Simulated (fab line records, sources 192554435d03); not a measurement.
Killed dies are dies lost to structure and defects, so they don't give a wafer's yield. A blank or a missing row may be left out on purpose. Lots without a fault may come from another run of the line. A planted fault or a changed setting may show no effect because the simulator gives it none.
Which tool did it? | flow n5_finfet | 23 lots, 69 wafers sampled, at 3 steps of a route of 1938

WHAT THE GAUGES READ, wafer by wafer
N5_BEOL_M7_CD_MEAS_18: pitch 80 nm, target cd 40 nm.
lot  | measured     | on        | cd_nm (nm)
L074 | day 10 10:20 | cd_sem-03 | 40.4 40.2 40.6
L075 | day 10 12:49 | cd_sem-03 | 39.9 40.0 40.3
L076 | day 10 13:13 | cd_sem-02 | 39.8 40.5 40.1
L077 | day 10 23:25 | cd_sem-02 | 39.1 39.2 39.5
L078 | day 11 05:46 | cd_sem-02 | 39.4 39.9 40.4
L080 | day 11 21:46 | cd_sem-01 | 40.6 40.1 40.5
L079 | day 11 23:34 | cd_sem-03 | 39.5 40.0 39.4
L081 | day 12 00:50 | cd_sem-03 | 39.7 40.4 39.8
L082 | day 12 08:32 | cd_sem-01 | 40.3 39.9 39.6
L083 | day 12 08:46 | cd_sem-01 | 39.8 39.6 40.3
L084 | day 12 13:47 | cd_sem-01 | 40.6 40.9 39.9
L087 | day 13 03:44 | cd_sem-01 | 40.4 40.1 40.2
L085 | day 13 12:48 | cd_sem-02 | 39.8 38.8 38.9
L086 | day 13 16:59 | cd_sem-01 | 40.9 40.2 40.4
L089 | day 13 22:05 | cd_sem-01 | 39.7 39.6 39.3
L091 | day 14 03:51 | cd_sem-03 | 40.9 40.1 40.4
L088 | day 14 04:08 | cd_sem-02 | 40.7 40.2 39.4
L092 | day 14 05:05 | cd_sem-03 | 39.9 39.0 39.3
L090 | day 14 19:15 | cd_sem-03 | 40.9 40.0 40.3
L093 | day 15 07:19 | cd_sem-02 | 39.7 39.9 39.6
L095 | day 15 07:22 | cd_sem-03 | 39.8 39.5 40.5
L097 | day 16 14:34 | cd_sem-03 | 41.4 39.8 40.5
L096 | day 16 14:51 | cd_sem-02 | 40.2 40.0 40.0

WHICH TOOL RAN EACH LOT (tool, then ch and the chambers of the sampled wafers, then the start)
lot  | N5_BEOL_M7_STRIP_67                | N5_BEOL_M7_HM_OPEN_17
L074 | rie_diel-01 ch 2,3, day 10 09:53   | rie_metal-03 ch 0,1, day 10 09:58
L075 | rie_diel-03 ch 0,2, day 10 12:36   | rie_metal-03 ch 0,1, day 10 12:38
L076 | rie_diel-01 ch 0,3, day 10 12:59   | rie_metal-02 ch 0,1, day 10 13:02
L077 | rie_diel-04 ch 1,3, day 10 23:12   | rie_metal-03 ch 0,1, day 10 23:14
L078 | rie_diel-03 ch 0,2,3, day 11 05:32 | rie_metal-02 ch 0,1, day 11 05:35
L080 | rie_diel-04 ch 1,2, day 11 21:33   | rie_metal-01 ch 0,1, day 11 21:37
L079 | rie_diel-03 ch 0,1,2, day 11 23:20 | rie_metal-01 ch 1, day 11 23:23
L081 | rie_diel-04 ch 0,1, day 12 00:33   | rie_metal-03 ch 0,1, day 12 00:35
L082 | rie_diel-01 ch 1,2,3, day 12 08:13 | rie_metal-01 ch 0,1, day 12 08:15
L083 | rie_diel-04 ch 0,2,3, day 12 08:32 | rie_metal-01 ch 0,1, day 12 08:35
L084 | rie_diel-01 ch 1,2,3, day 12 13:34 | rie_metal-02 ch 0,1, day 12 13:37
L087 | rie_diel-03 ch 0,3, day 13 03:31   | rie_metal-03 ch 0,1, day 13 03:34
L085 | rie_diel-01 ch 1,3, day 13 12:29   | rie_metal-02 ch 1, day 13 12:32
L086 | rie_diel-01 ch 2,3, day 13 16:41   | rie_metal-01 ch 0,1, day 13 16:43
L089 | rie_diel-01 ch 1,3, day 13 21:49   | rie_metal-03 ch 0, day 13 21:52
L091 | rie_diel-01 ch 1,3, day 14 03:30   | rie_metal-02 ch 0,1, day 14 03:32
L088 | rie_diel-01 ch 0,1,3, day 14 03:46 | rie_metal-03 ch 0,1, day 14 03:50
L092 | rie_diel-03 ch 0,1,3, day 14 04:49 | rie_metal-03 ch 1, day 14 04:52
L090 | rie_diel-04 ch 2,3, day 14 19:02   | rie_metal-02 ch 0,1, day 14 19:04
L093 | rie_diel-03 ch 1,3, day 15 07:04   | rie_metal-03 ch 0,1, day 15 07:07
L095 | rie_diel-01 ch 0,1,3, day 15 07:08 | rie_metal-02 ch 0,1, day 15 07:10
L097 | rie_diel-03 ch 0,2, day 16 14:14   | rie_metal-02 ch 0,1, day 16 14:17
L096 | rie_diel-03 ch 1,2,3, day 16 14:30 | rie_metal-01 ch 0,1, day 16 14:34
- N5_BEOL_M7_STRIP_67: strips in CF4.
- N5_BEOL_M7_HM_OPEN_17: chemistry Cl2/BCl3, target TiN, target depth 20 nm, overetch 6 nm.

WHAT THE TOOLS THEMSELVES READ (means of the sampled wafers that have a number; where no wafer has one, the mark that the record gives instead)
N5_BEOL_M7_STRIP_67.
lot  | tool        | cf4_flow_sccm (sccm) | drypump_motor_current_A (A) | oes_product_au (a.u.) | rf_vpp_V (V) | showerhead_plenum_p_Torr (Torr) | throttle_valve_pct (%)
L074 | rie_diel-01 | 150.3                | 5.9                         | 0.75                  | 272.7        | 1.85                            | 13.64
L075 | rie_diel-03 | 149.9                | 4.8                         | 0.74                  | 271.7        | 1.83                            | 13.91
L076 | rie_diel-01 | 150.1                | 6.2                         | 0.79                  | 271.8        | 1.82                            | 13.33
L077 | rie_diel-04 | 150.5                | 6.0                         | 0.74                  | 270.2        | 1.75                            | 13.77
L078 | rie_diel-03 | 150.0                | 5.4                         | 0.76                  | 271.3        | 1.79                            | 13.75
L080 | rie_diel-04 | 150.5                | 5.8                         | 0.81                  | 269.6        | 1.74                            | 13.72
L079 | rie_diel-03 | 149.8                | 5.3                         | 0.73                  | 271.9        | 1.82                            | 13.89
L081 | rie_diel-04 | 149.9                | 6.0                         | 0.71                  | 272.1        | 1.80                            | 13.66
L082 | rie_diel-01 | 149.7                | 6.1                         | 0.72                  | 272.0        | 1.80                            | 13.71
L083 | rie_diel-04 | 150.2                | 5.7                         | 0.76                  | 271.6        | 1.78                            | 13.54
L084 | rie_diel-01 | 150.0                | 6.0                         | 0.72                  | 270.9        | 1.80                            | 13.71
L087 | rie_diel-03 | 149.4                | 5.5                         | 0.74                  | 270.5        | 1.76                            | 13.73
L085 | rie_diel-01 | 149.8                | 6.2                         | 0.70                  | 270.2        | 1.76                            | 13.76
L086 | rie_diel-01 | 149.7                | 5.9                         | 0.73                  | 272.1        | 1.84                            | 13.70
L089 | rie_diel-01 | 150.4                | 6.2                         | 0.69                  | 270.2        | 1.76                            | 13.78
L091 | rie_diel-01 | 150.6                | 6.2                         | 0.70                  | 271.5        | 1.81                            | 13.65
L088 | rie_diel-01 | 150.2                | 6.2                         | 0.75                  | 270.5        | 1.77                            | 13.54
L092 | rie_diel-03 | 150.3                | 5.8                         | 0.74                  | 270.1        | 1.78                            | 13.74
L090 | rie_diel-04 | 149.9                | 5.5                         | 0.81                  | 270.1        | 1.76                            | 13.52
L093 | rie_diel-03 | 149.7                | 6.3                         | 0.76                  | 270.4        | 1.76                            | 13.62
L095 | rie_diel-01 | 150.0                | 6.2                         | 0.74                  | 270.1        | 1.77                            | 13.54
L097 | rie_diel-03 | 150.2                | 4.9                         | 0.70                  | 271.6        | 1.80                            | 13.96
L096 | rie_diel-03 | 150.1                | 5.7                         | 0.73                  | 271.1        | 1.80                            | 13.83

N5_BEOL_M7_HM_OPEN_17.
lot  | tool         | drypump_motor_current_A (A) | oes_product_au (a.u.) | throttle_valve_pct (%)
L074 | rie_metal-03 | 6.1                         | 0.63                  | 22.14
L075 | rie_metal-03 | 6.3                         | 0.61                  | 22.18
L076 | rie_metal-02 | 5.4                         | 0.58                  | 22.40
L077 | rie_metal-03 | 6.1                         | 0.62                  | 22.15
L078 | rie_metal-02 | 5.5                         | 0.56                  | 22.43
L080 | rie_metal-01 | 5.7                         | 0.63                  | 22.17
L079 | rie_metal-01 | 5.7                         | 0.56                  | 22.14
L081 | rie_metal-03 | 6.1                         | 0.63                  | 22.15
L082 | rie_metal-01 | 5.7                         | 0.64                  | 22.16
L083 | rie_metal-01 | 5.6                         | 0.72                  | 22.20
L084 | rie_metal-02 | 5.4                         | 0.56                  | 22.42
L087 | rie_metal-03 | 6.1                         | 0.61                  | 22.16
L085 | rie_metal-02 | 5.3                         | 0.56                  | 22.42
L086 | rie_metal-01 | 5.6                         | 0.70                  | 22.22
L089 | rie_metal-03 | 6.4                         | 0.58                  | 22.26
L091 | rie_metal-02 | 5.5                         | 0.77                  | 22.37
L088 | rie_metal-03 | 6.1                         | 0.61                  | 22.15
L092 | rie_metal-03 | 6.0                         | 0.63                  | 22.13
L090 | rie_metal-02 | 5.5                         | 0.75                  | 22.37
L093 | rie_metal-03 | 6.1                         | 0.60                  | 22.17
L095 | rie_metal-02 | 5.5                         | 0.73                  | 22.36
L097 | rie_metal-02 | 5.5                         | 0.72                  | 22.37
L096 | rie_metal-01 | 5.7                         | 0.78                  | 22.05

THE ANSWER, worked out from the rows above alone
Rule: what is usual is taken from the lots themselves. Put in order of their means at a reading, lots are off if they are a third of the lots or fewer, leave a main group of 4 or more, and stand apart from it by a gap of 3 or more times the standard deviation of the main group's means; of several such gaps the widest counts. A main group whose means are all the same, to the digits that the tables above print for the reading, isn't used. A lot without any number at a reading at which 4 lots or more have one is off too. The other lots that the step has rows for count as sound. The gauges are gone through in route order, then the tools' own readings, and for those a lot's mean is taken as printed above. The first step at which some lot is off is used, and at that step the reading that is off furthest; a lot without a number counts as furthest.
No lot is off at any reading shown: from this, nothing can be told.

WHAT THE SIMULATOR HAD PUT IN
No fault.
